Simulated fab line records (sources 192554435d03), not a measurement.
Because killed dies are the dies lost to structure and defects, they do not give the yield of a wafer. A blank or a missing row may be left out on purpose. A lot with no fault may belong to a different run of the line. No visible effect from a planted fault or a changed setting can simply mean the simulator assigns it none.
8D (eight disciplines) problem report, filled in by code + flow n5_finfet + the parts of the form that need people (team, actions taken, sign-off) are left out

1. THE ISSUE
Wafers without a fault read 8.12 nm, standard deviation 0.21; cd_nm at N5_FIN_SAQP_CD_MEAS_31 reads a mean of 6.44 nm on 3 wafers belonging to 2 lots. Measured from the usual mean, that is -8.0 standard deviations.
The step: target cd 8 nm.
Earliest sighting: wafer L152.1 on cd_sem-03 at day 5 09:01. The record holds 41 wafers of 14 lots with a number at this step. The rule behind "out" and "out of limits": a value lying over 4 standard deviations away from the usual mean. Any other wafer with a number is counted as sound.

2. WHAT IT IS AND WHAT IT IS NOT
| question                    | is                     | is not                                                                                                   |
|-----------------------------|------------------------|----------------------------------------------------------------------------------------------------------|
| which readings at this step | cd_nm                  | -                                                                                                        |
| which lots                  | L152, L154             | L140, L141, L143, L144, L146, L147, L157, L158, L159, L160, L161, L162                                   |
| which wafers of those lots  | L152.1, L152.5, L154.5 | L152.4, L154.2, L154.3                                                                                   |
| read on which gauges        | cd_sem-03              | cd_sem-01, cd_sem-02                                                                                     |
| when                        | from day 5 09:01       | up to then (18 sound wafers); but 20 sound wafers of L154, L157, L158, L159, L160, L161, L162 came after |

3. WHAT RULES OUT EACH SUSPECT
Counting: any tool at a process step up to the reading remains a suspect provided it ran every lot that is out. Sound lots after the first of them don't rule it out here, since some wafers of a struck lot are sound.
- the gauge at N5_FIN_SAQP_CD_MEAS_31 is ruled out. All the wafers that are out were read on cd_sem-03, but those of them that N5_BEOL_M4_RC_MEAS_101 has rows for are out there too, on other tools.
- ald_sin-01 at N5_FIN_SAQP_SPACER2_ALD_28 (deposits SiO2, target thk 8.1 nm, pulse time 1 s, purge time 2 s): kept. Every lot that is out went through it, the first being L152 (day 5 08:29); the last sound lot it ran before that was L147 (day 4 00:46).
The count leaves ald_sin-01 at N5_FIN_SAQP_SPACER2_ALD_28.

4. THE CAUSE (what the simulator had put in)
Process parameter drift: ald_sin-01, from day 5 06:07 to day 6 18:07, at N5_FIN_SAQP_SPACER2_ALD_28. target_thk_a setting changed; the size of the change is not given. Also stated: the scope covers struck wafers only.
Only this tool survived the counting.

5. SEQUENCE OF EFFECTS, ordered by route
Each row: a reading where the mean over the struck wafers with a number is more than 3 standard deviations away from the usual. Only readings for which the record gives a usual standard deviation are gone through. hours: the time from each lot's start at the first step in this table that gives one to its start at this step, as a median over the lots. sigmas: the change in usual standard deviations.
| hours | step                         | reading    | usual       | on struck wafers | change | sigmas |
|-------|------------------------------|------------|-------------|------------------|--------|--------|
| 0     | N5_FIN_SAQP_CD_MEAS_31       | cd_nm      | 8.12 nm     | 6.44             | -1.68  | -8.0   |
| 11    | N5_STI_FIN_REVEAL_CD_MEAS_22 | cd_nm      | 6.28 nm     | 4.38             | -1.90  | -7.3   |
| 174   | N5_BEOL_M4_RC_MEAS_101       | DIBL_N     | 36.0 mV/V   | 25.6             | -10.4  | -4.7   |
| 174   | N5_BEOL_M4_RC_MEAS_101       | DIBL_P     | 36.2 mV/V   | 22.1             | -14.1  | -5.9   |
| 174   | N5_BEOL_M4_RC_MEAS_101       | IOFF_N     | 0.16 nA/um  | 0.04             | -0.12  | -3.5   |
| 174   | N5_BEOL_M4_RC_MEAS_101       | IOFF_N_85C | 3.1 nA/um   | 0.9              | -2.2   | -3.9   |
| 174   | N5_BEOL_M4_RC_MEAS_101       | IOFF_N_LIN | 0.073 nA/um | 0.021            | -0.052 | -4.0   |
| 174   | N5_BEOL_M4_RC_MEAS_101       | IOFF_P     | 0.21 nA/um  | 0.07             | -0.14  | -3.8   |
| 174   | N5_BEOL_M4_RC_MEAS_101       | IOFF_P_85C | 3.6 nA/um   | 1.4              | -2.2   | -4.0   |
| 174   | N5_BEOL_M4_RC_MEAS_101       | IOFF_P_LIN | 0.099 nA/um | 0.044            | -0.055 | -4.3   |
| 174   | N5_BEOL_M4_RC_MEAS_101       | ION_N      | 672 uA/um   | 593              | -79    | -6.1   |
| 174   | N5_BEOL_M4_RC_MEAS_101       | ION_P      | 461 uA/um   | 423              | -38    | -5.5   |
| 174   | N5_BEOL_M4_RC_MEAS_101       | SS_P       | 73.2 mV/dec | 69.6             | -3.6   | -4.8   |
| 174   | N5_BEOL_M4_RC_MEAS_101       | VT_N       | 250 mV      | 276              | +26    | +7.5   |
| 174   | N5_BEOL_M4_RC_MEAS_101       | VT_N_LVT   | 99 mV       | 122              | +23    | +6.5   |
| 174   | N5_BEOL_M4_RC_MEAS_101       | VT_P       | -251 mV     | -265             | -14    | -4.6   |
| 174   | N5_BEOL_M4_RC_MEAS_101       | VT_P_LVT   | -99.1 mV    | -113.0           | -13.9  | -5.1   |

6. HOW IT WOULD HAVE BEEN CAUGHT EARLIER
3 hours passed between the start of the fault at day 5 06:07 and the first reading out of limits at a measuring or inspecting step in this record, taken at day 5 09:01.
Tool readings at N5_FIN_SAQP_SPACER2_ALD_28 with a usual standard deviation given in the record: none out on any struck wafer, hence no alarm at a limit of 4 standard deviations on them.
Among the 2 lots that are out, L154 began N5_FIN_SAQP_SPACER2_ALD_28 on ald_sin-01 after day 5 09:01. It would have been spared by a hold on the tool at that moment.
